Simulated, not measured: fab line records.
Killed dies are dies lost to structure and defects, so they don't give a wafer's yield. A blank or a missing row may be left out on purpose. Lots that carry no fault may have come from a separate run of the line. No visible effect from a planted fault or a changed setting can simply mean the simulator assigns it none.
A struck lot beside a sound one ; flow n5_finfet ; 20 steps out of a route of 1938
Sound: wafers L367.1, L367.3, L367.5. Struck: wafers L378.1, L378.2, L378.6. The cause is given at the end.
Per side, at each step with rows, come the tool, then ch with its chambers, and then its first start. Under that, the readings that differ: sound wafers ; struck wafers ; difference of the means ; sigmas: that difference in standard deviations of wafers without a fault.
alike: readings whose means differ by less than 2 such deviations, and words and numbers that are the same on both sides. not compared: withheld readings, readings that some wafer has no value for, bounds like >300 that may hide the same value, and numbers for which the record gives no deviation and whose values overlap.
Wherever a step has rows on one side only, a row that says differs or no value, or a row with sigmas, the two part there. Non-overlapping numbers with no deviation appear without sigmas and do not part them. A reading missing from all wafers of one side parts the sides only when that side holds two or more wafers.

N5_BEOL_M12_ETCH_59: etches BARC in N2/H2, target depth 89 nm, overetch 26.7 nm, time 67.9 s.
  sound on rie_diel-01 ch 0,1,2, day 13 08:50; struck on rie_diel-03 ch 1,3, day 15 21:23
  alike: drypump_motor_current_A, oes_product_au, rf_vpp_V, showerhead_plenum_p_Torr, throttle_valve_pct
  not compared: rf_hours_counter_h
N5_BEOL_M12_VIA_ETCH_16: etches SiOC in C4F8/O2/Ar, target depth 724.8 nm.
  sound on rie_diel-01 ch 0,1,2, day 13 08:53; struck on rie_diel-03 ch 1,3, day 15 21:26
  alike: drypump_motor_current_A, he_inner_torr, oes_product_au, rf_vpp_V, showerhead_plenum_p_Torr, throttle_valve_pct
N5_BEOL_M12_STRIP_63: strips in N2/H2.
  sound on plasma_asher-01 ch 0,1, day 13 09:05; struck on plasma_asher-01 ch 0,1, day 15 21:38
  alike: drypump_motor_current_A, heater_power_w, oes_product_au, strip_time_to_endpoint_s
  not compared: rf_hours_counter_h
N5_BEOL_M12_STRIP_64: strips in N2/H2.
  sound on plasma_asher-01 ch 0,1, day 13 09:09; struck on plasma_asher-01 ch 0,1, day 15 21:41
  alike: drypump_motor_current_A, heater_power_w, oes_product_au, strip_time_to_endpoint_s
  not compared: rf_hours_counter_h
then, 2 steps without rows for these wafers: N5_BEOL_M12_STRIP_71 (strips in post etch residue remover, time 60 s); N5_BEOL_M12_SRD_72 (time 30 s, dry time 30 s).
N5_BEOL_M12_CD_MEAS_17: the cd target is 140 nm.
  sound on cd_sem-02 at day 13 09:17; struck on cd_sem-03 at day 15 21:53
  alike: cd_nm
then, 5 steps without rows for these wafers: N5_BEOL_M12_COAT_65 (time 60 s, resist thk 300 nm); N5_BEOL_M12_COAT_66 (time 60 s, resist thk 110 nm); N5_BEOL_M12_COAT_22 (resist thk 300 nm); N5_BEOL_M12_EBR_24; N5_BEOL_M12_SOFTBAKE_23 (time 60 s).
N5_BEOL_M12_EXPOSE_25: exposes mask M12.
  sound on krf_scanner-02 ch 0, day 13 09:27; struck on krf_scanner-02 ch 0, day 15 22:02
reading;sound;struck;difference;sigmas
model.BEOL_M12.overlay_x_nm (nm);3.2 3.2 3.2;32.2 32.2 32.2;+29.0;
  alike: mask
then, 3 steps without rows for these wafers: N5_BEOL_M12_PEB_26 (peb time 90 s); N5_BEOL_M12_DEVELOP_27 (develop time 45 s); N5_BEOL_M12_HARDBAKE_32 (time 120 s).
N5_BEOL_M12_CD_MEAS_28: the cd target is 160.2 nm.
  sound on cd_sem-03 ch 0, day 13 09:37; struck on cd_sem-01 ch 0, day 15 22:13
  alike: cd_nm
N5_BEOL_M12_OVL_MEAS_29:
  sound on overlay-01 ch 0, day 13 09:39; struck on overlay-01 ch 0, day 15 22:14
reading;sound;struck;difference;sigmas
M12_OVL (nm);5 3 3;30 36 33;+29;+6
N5_BEOL_M12_INSPECT_30: inspects for defects (macro).
  sound on defect_inspect-01 at day 13 09:40; struck on defect_inspect-01 at day 15 22:16
  alike: raw_defect_count
N5_PASSIVATION_PROBE_49:
  sound on prober-02 at day 14 20:43; struck on prober-02 at day 17 12:26
  alike: defect_limited_yield, killed_at_M0_to_M3, killed_at_M4_up, killed_at_contacts, killed_at_front_end, killed_at_other, killed_dies, killed_open, killed_short, sort_bin_5_function, sort_bin_6_memory, sort_n_pass, sort_yield_pct

== WHERE THEY PART ==
N5_BEOL_M12_OVL_MEAS_29 only, going by this record. Later steps at which nothing parts them and some readings are alike: N5_BEOL_M12_INSPECT_30, N5_PASSIVATION_PROBE_49.

WHY: whatever the simulator had introduced
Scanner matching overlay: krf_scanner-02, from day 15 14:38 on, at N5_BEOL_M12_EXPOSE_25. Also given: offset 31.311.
